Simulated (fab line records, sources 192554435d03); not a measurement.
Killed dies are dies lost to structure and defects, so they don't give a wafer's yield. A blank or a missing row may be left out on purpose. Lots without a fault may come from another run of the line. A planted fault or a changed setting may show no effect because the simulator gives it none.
Split-lot experiment | flow n5_finfet | 7 lots, 21 wafers read, on a route of 1938 steps

THE SPLIT
At N5_MOL_CONTACT_COAG_ETCH_105 (etches SiARC in CF4, target depth 15.6 nm, time 26 s), the setting bias_w was moved away from the recipe's 36 W on 7 of the 21 wafers read, by -11.6% to +7.6%. The other wafers ran this setting at the recipe's value.

The reading is taken at the split's own step.

THE READING
rf_vpp_V, in V, at N5_MOL_CONTACT_COAG_ETCH_105 (etches SiARC in CF4, target depth 15.6 nm, time 26 s). Fault-free wafers of this fab line usually give 184.0 V, standard deviation 1.2 V.

wafer  | tool, chamber at the split | bias_w as run, W | against the recipe | rf_vpp_V, V | against lot-mates on the recipe
L074.1 | rie_diel-05, 2             | 38.72            | +7.6%              | 193.0       | +8.9
L074.2 | rie_diel-05, 1             | 38.72            | +7.6%              | 192.9       | +8.8
L074.5 | rie_diel-05, 1             | 36               | recipe             | 184.1       | -
L079.1 | rie_diel-01, 0             | 37.81            | +5.0%              | 188.6       | +4.4
L079.2 | rie_diel-01, 3             | 36               | recipe             | 184.2       | -
L079.5 | rie_diel-01, 1             | 37.81            | +5.0%              | 188.2       | +4.0
L081.2 | rie_diel-01, 2             | 36               | recipe             | 184.6       | -
L081.4 | rie_diel-01, 1             | 36               | recipe             | 183.2       | -
L081.5 | rie_diel-01, 3             | 36               | recipe             | 184.1       | -
L083.4 | rie_diel-05, 2             | 36               | recipe             | 184.9       | -
L083.5 | rie_diel-05, 0             | 33.71            | -6.4%              | 176.6       | -8.7
L083.6 | rie_diel-05, 3             | 36               | recipe             | 185.6       | -
L092.1 | rie_diel-03, 2             | 31.81            | -11.6%             | 170.8       | -14.2
L092.4 | rie_diel-03, 0             | 36               | recipe             | 184.4       | -
L092.6 | rie_diel-03, 1             | 36               | recipe             | 185.7       | -
L094.2 | rie_diel-03, 0             | 36               | recipe             | 185.6       | -
L094.3 | rie_diel-03, 3             | 32.86            | -8.7%              | 172.6       | -13.0
L094.4 | rie_diel-03, 2             | 36               | recipe             | 185.6       | -
L095.1 | rie_diel-03, 3             | 36               | recipe             | 183.0       | -
L095.2 | rie_diel-03, 2             | 36               | recipe             | 185.9       | -
L095.6 | rie_diel-03, 1             | 36               | recipe             | 185.4       | -

THE FIT
A straight line over all 21 wafers: rf_vpp_V changes by +1.15 V for each +1% of bias_w; r = +0.98; the points scatter about the line by 1.1 V.
The same after taking each lot's own level away (the mean of its wafers on the recipe; 21 wafers): +1.22 V for each +1%; r = +0.99; scatter 0.98 V.
On that fit, the largest move of bias_w shifts the reading by 14 V.
The lots' own levels span 183.97 to 185.60 V, that is 1.4 times the standard deviation above.
So the lot-to-lot level changes the slope little: the two slopes agree.
Check: with one of the wafers moved furthest among these (-11.6%) left out of the fit, the line predicts -14.8 V for it against its lot-mates. It came out at -14.2 V against them.
Tool readings at the split's step, against how far the setting was moved: rf_vpp_V r = +0.98.

OTHER SPLITS ON THESE WAFERS
These wafers also went through other splits before the reading. Each is held against what the fit with the lots' levels taken away leaves over:
other split on the same wafers       | wafers away from the commonest value | r with rf_vpp_V (lot level and that fit taken away)
N5_DUMMY_GATE_EXPOSE_12 dose_mj      | 8                                    | +0.38
N5_SD_EPI_N_EPI_21 epi_growth_time_s | 8                                    | +0.51
N5_SDB_CUT_ETCH_26 icp_w             | 4                                    | +0.12
N5_SDB_ALD_29 ald_cycles             | 6                                    | +0.14
N5_HKMG_FIN_COAT_43 spin_rpm         | 10                                   | -0.12
N5_HKMG_FIN_ETCH_55 bias_w           | 7                                    | -0.20

THE FILE'S OWN FIT
rf_vpp_V changes by +1.26 V for each +1% of bias_w, r = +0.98.
